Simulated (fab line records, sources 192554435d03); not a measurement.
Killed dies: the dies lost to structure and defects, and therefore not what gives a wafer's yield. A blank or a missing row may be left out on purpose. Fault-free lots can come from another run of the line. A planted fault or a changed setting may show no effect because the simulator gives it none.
fab line records	flow n5_finfet
record lots=12	wafers=33	last_day=16
route steps=1938 shown BEOL_M4@1095 BEOL_M5@1115
lots that met no fault: from a run of the same line without faults
start_h: hours from the record's opening day to when the first of the lot's shown wafers began	wait_h: time in hours since the lot's previous step	" repeats the value in the row above	L1.1+2: a row that stands for several wafers	- no value present, or no start provided	* or withheld: withheld	< > ~ a bound
route shown NAME@n: a module of which the file shows steps, and the number in the route of the first	usual: mean/standard deviation of fault-free wafers	same: alike in all rows	chamber/n: place in a boat	sites: each site's reading	_std_site: the standard deviation of these	_edge_site: outer sites' mean less inner sites'	radius_mm: how far each site lies from the wafer's centre	mask NAME#n: copy n	behind: the most recent tool/chamber to have shaped the wafer	hold: reason for holding the lot/hours on hold/outcome of the hold	device: the n, p or np transistor that did not switch	end of line: the tests these same wafers got at the end of their route	step lacking rows: just its recipe	killed: at the first sort, the dies lost to defects and structure; wafer yield is something else	map: per-die view of a wafer (x killed, . not killed, _ where there is no die)
set.NAME: the setting the step ran with; set.NAME@STEP: the setting that earlier step ran with	model.NAME: the simulator's own value behind a step, which no gauge read
a sample of lots followed through the steps of the route, with each step as a table and each wafer as a row
services: from which hour (start_h, from the record's first day; less than 0 if before it) a tool's chamber was out of use, for how many hours, and why
## steps
# step N5_BEOL_M4_ANNEAL_91
# recipe temp_c=400	time_s=240	ambient=vacuum
# usual heater_power_w=812/110
lot.wafer	tool	chamber	start_h	wait_h	heater_power_w
L379.1	pvd_sputter-02	-	164.50	0.0	942
L379.4	"	-	"	"	695
L379.6	"	-	"	"	881
L380.2	pvd_sputter-03	-	176.69	0.0	1008
L380.3	"	-	"	"	883
L380.5	"	-	"	"	1005
L382.2	pvd_sputter-02	-	197.90	0.0	911
L382.5	"	-	"	"	847
L382.6	"	-	"	"	898
L383.2	pvd_sputter-03	-	200.53	0.0	866
L383.4	"	-	"	"	708
L383.6	"	-	"	"	1020
L384.5	pvd_sputter-01	-	216.58	0.1	773
L384.6	"	-	"	"	728
L387.1	pvd_sputter-01	-	229.03	0.0	744
L387.3	"	-	"	"	790
L387.4	"	-	"	"	735
L388.3	pvd_sputter-01	-	237.53	0.0	727
L388.4	"	-	"	"	682
L388.6	"	-	"	"	778
L389.4	pvd_sputter-02	-	238.23	0.0	899
L389.6	"	-	"	"	695
L391.1	pvd_sputter-01	-	242.47	0.0	764
L391.3	"	-	"	"	670
L394.1	pvd_sputter-02	-	262.02	0.0	938
L394.2	"	-	"	"	698
L394.3	"	-	"	"	910
L397.1	pvd_sputter-03	-	284.16	0.0	884
L397.5	"	-	"	"	876
L397.6	"	-	"	"	1056
L398.3	pvd_sputter-01	-	287.46	0.0	770
L398.4	"	-	"	"	653
L398.6	"	-	"	"	689
# step N5_BEOL_M4_DEP_57
# recipe material=SiCN	target_thk_a=80	temp_c=withheld	precursor=3MS/NH3	pressure_torr=3	rf_w=202	time_s=14
# usual rf_fwd_power_W=199.5/0.75	showerhead_plenum_p_Torr=3.668/0.014	throttle_valve_pct=9.1/0.5
lot.wafer	tool	chamber	start_h	wait_h	rf_fwd_power_W	showerhead_plenum_p_Torr	throttle_valve_pct
L379.1	pecvd-01	2	166.06	0.0	199.9	3.662	10.1
L379.4	"	0	"	"	199.6	3.696	8.7
L379.6	"	2	"	"	199.1	3.679	10.0
L380.2	pecvd-01	2	178.66	0.0	199.4	3.676	10.3
L380.3	"	1	"	"	199.5	3.674	9.8
L380.5	"	0	"	"	199.6	3.686	8.7
L382.2	pecvd-04	2	199.46	0.0	199.5	3.660	9.0
L382.5	"	1	"	"	200.1	3.653	8.6
L382.6	"	0	"	"	199.7	3.660	8.9
L383.2	pecvd-01	0	202.09	0.0	198.3	3.690	9.0
L383.4	"	2	"	"	198.8	3.671	10.3
L383.6	"	1	"	"	198.4	3.669	10.2
L384.5	pecvd-03	1	218.29	0.0	199.4	3.681	8.9
L384.6	"	2	"	"	199.2	3.665	8.6
L387.1	pecvd-04	1	230.86	0.0	198.5	3.659	9.2
L387.3	"	0	"	"	199.5	3.652	8.7
L387.4	"	1	"	"	198.1	3.658	9.0
L388.3	pecvd-03	0	239.09	0.0	199.3	3.655	9.0
L388.4	"	0	"	"	199.1	3.647	9.2
L388.6	"	1	"	"	198.7	3.675	8.9
L389.4	pecvd-04	1	239.81	0.0	198.5	3.654	8.7
L389.6	"	0	"	"	199.6	3.663	8.8
L391.1	pecvd-04	1	244.11	0.0	199.1	3.660	8.8
L391.3	"	2	"	"	200.4	3.654	9.3
L394.1	pecvd-03	0	263.60	0.0	197.8	3.672	9.1
L394.2	"	1	"	"	200.4	3.688	8.6
L394.3	"	2	"	"	200.7	3.668	8.8
L397.1	pecvd-04	1	285.72	0.0	198.8	3.662	8.8
L397.5	"	2	"	"	200.0	3.650	9.4
L397.6	"	0	"	"	200.1	3.651	8.8
L398.3	pecvd-01	1	289.06	0.0	199.7	3.682	10.1
L398.4	"	1	"	"	200.3	3.676	10.2
L398.6	"	2	"	"	199.7	3.674	8.7
# step N5_BEOL_M4_RS_MEAS_58
# recipe thk_meas_gauge=four-point-probe	reads=Co_of_BEOL_M4_CO_CAP_55+Cu_of_BEOL_M4_ECD_50+Co_of_BEOL_M4_CVD_47+TaN_of_BEOL_M4_ALD_84
# usual M4_RS=0.68/0.035
lot.wafer	tool	chamber	start_h	wait_h	M4_RS[ohm/sq]
L379.1	film_metro-01	-	166.12	0.0	0.69
L379.4	"	-	"	"	0.73
L379.6	"	-	"	"	0.69
L380.2	film_metro-02	-	178.73	0.1	0.68
L380.3	"	-	"	"	0.65
L380.5	"	-	"	"	0.68
L382.2	film_metro-02	-	199.52	0.1	0.68
L382.5	"	-	"	"	0.68
L382.6	"	-	"	"	0.74
L383.2	film_metro-02	-	202.16	0.1	0.71
L383.4	"	-	"	"	0.64
L383.6	"	-	"	"	0.68
L384.5	film_metro-02	-	218.34	0.0	0.67
L384.6	"	-	"	"	0.66
L387.1	film_metro-02	-	230.93	0.0	0.68
L387.3	"	-	"	"	0.64
L387.4	"	-	"	"	0.68
L388.3	film_metro-01	-	239.16	0.1	0.67
L388.4	"	-	"	"	0.69
L388.6	"	-	"	"	0.63
L389.4	film_metro-01	-	239.86	0.0	0.72
L389.6	"	-	"	"	0.69
L391.1	film_metro-01	-	244.18	0.0	0.61
L391.3	"	-	"	"	0.69
L394.1	film_metro-02	-	263.66	0.0	0.65
L394.2	"	-	"	"	0.66
L394.3	"	-	"	"	0.65
L397.1	film_metro-01	-	285.78	0.0	0.68
L397.5	"	-	"	"	0.66
L397.6	"	-	"	"	0.75
L398.3	film_metro-02	-	289.13	0.1	0.65
L398.4	"	-	"	"	0.69
L398.6	"	-	"	"	0.63
# step N5_BEOL_M5_PECVD_70
# recipe material=SiO2	target_thk_a=160	temp_c=400	precursor=TEOS/O2	pressure_torr=5.5	rf_w=450	teos_flow_sccm=53.8	gas=O2	flow_sccm=3000	time_s=18
# usual heater_power_w=684/65	rf_fwd_power_W=443.8/2.1	showerhead_plenum_p_Torr=8.80/0.056	susceptor_temp_C=399.99/0.21	throttle_valve_pct=23.1/1.4
lot.wafer	tool	chamber	start_h	wait_h	heater_power_w	rf_fwd_power_W	showerhead_plenum_p_Torr	susceptor_temp_C	throttle_valve_pct
L379.1	pecvd-02	2	167.75	0.0	663	443.0	8.74	400.31	22.2
L379.4	"	0	"	"	670	438.6	8.80	399.79	25.1
L379.6	"	2	"	"	684	442.0	8.75	400.38	22.5
L380.2	pecvd-02	0	180.35	0.0	690	440.1	8.80	400.06	24.9
L380.3	"	2	"	"	587	440.7	8.75	399.52	22.1
L380.5	"	0	"	"	700	442.4	8.81	399.75	24.9
L382.2	pecvd-04	1	201.21	0.0	749	442.8	8.73	399.69	21.7
L382.5	"	2	"	"	607	443.7	8.69	400.39	22.8
L382.6	"	0	"	"	820	443.3	8.76	400.03	21.6
L383.2	pecvd-01	0	203.78	0.0	775	442.9	8.88	399.87	22.3
L383.4	"	1	"	"	716	443.8	8.83	400.09	24.8
L383.6	"	2	"	"	623	444.5	8.85	399.78	25.4
L384.5	pecvd-01	0	220.00	0.1	824	444.3	8.89	399.96	22.2
L384.6	"	1	"	"	688	445.4	8.84	399.98	24.8
L387.1	pecvd-04	0	232.56	0.0	753	446.0	8.74	399.83	21.7
L387.3	"	2	"	"	588	443.9	8.68	400.55	23.1
L387.4	"	1	"	"	691	443.3	8.76	399.51	21.6
L388.3	pecvd-02	2	241.27	0.0	677	444.9	8.76	399.83	22.7
L388.4	"	0	"	"	589	441.2	8.80	399.96	25.1
L388.6	"	2	"	"	674	444.8	8.76	399.99	22.2
L389.4	pecvd-02	1	241.52	0.1	681	445.0	8.81	399.61	21.7
L389.6	"	2	"	"	603	442.7	8.75	400.24	22.2
L391.1	pecvd-02	0	245.80	0.0	672	440.4	8.80	400.01	25.0
L391.3	"	2	"	"	716	441.7	8.73	399.72	22.4
L394.1	pecvd-01	2	265.29	0.0	702	443.6	8.78	400.29	22.0
L394.2	"	0	"	"	733	444.7	8.87	400.09	22.0
L394.3	"	1	"	"	705	446.2	8.87	399.80	24.7
L397.1	pecvd-02	0	288.87	0.0	650	439.4	8.81	407.55	25.0
L397.5	"	2	"	"	725	443.3	8.74	407.56	22.7
L397.6	"	0	"	"	636	442.6	8.80	407.36	24.8
L398.3	pecvd-02	0	290.76	0.0	736	441.2	8.81	407.13	24.9
L398.4	"	2	"	"	700	441.7	8.75	407.01	22.5
L398.6	"	0	"	"	725	439.5	8.82	407.40	25.1
## services
tool	chamber	start_h	hours	kind
pecvd-04	1	141.84	5.4	repair
pecvd-03	-	157.40	0.8	pm
pecvd-03	0	173.66	4.6	scheduled_down
pecvd-03	-	174.99	5.5	repair
pecvd-04	0	176.00	2.2	repair
pecvd-01	-	180.37	0.9	repair
pecvd-01	2	190.80	4.7	repair
pecvd-02	0	197.89	5.5	scheduled_down
pecvd-01	0	207.72	6.4	repair
pecvd-04	1	208.31	2.1	scheduled_down
pecvd-01	2	220.22	-	clean
pecvd-01	2	220.22	-	consumable_replace:showerhead
pecvd-01	2	220.22	29.0	scheduled_down
pecvd-01	2	220.22	29.0	vent_cycle
pecvd-02	-	233.00	0.7	repair
pecvd-04	-	252.22	14.6	pm
pecvd-03	0	258.06	5.5	scheduled_down
pvd_sputter-01	-	260.51	3.0	repair
## key
first_sign step=N5_BEOL_M5_PECVD_70	reading=susceptor_temp_C	direction=up	sigmas=34	usual=*	struck=*
effect none on later readings
met_at N5_BEOL_M5_PECVD_70
struck_lots L397,L398
not_acting_at N5_BEOL_M4_ANNEAL_91,N5_BEOL_M4_DEP_57,N5_BEOL_M4_RS_MEAS_58
onset_between 245.80 288.87
fault kind=process_parameter_drift	tool=pecvd-02	chamber=-	onset_h=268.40	steps=N5_BEOL_M5_PECVD_70	channel=temp_c	offset=*	shape=step	end_h=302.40	acts_in=*	stated=*
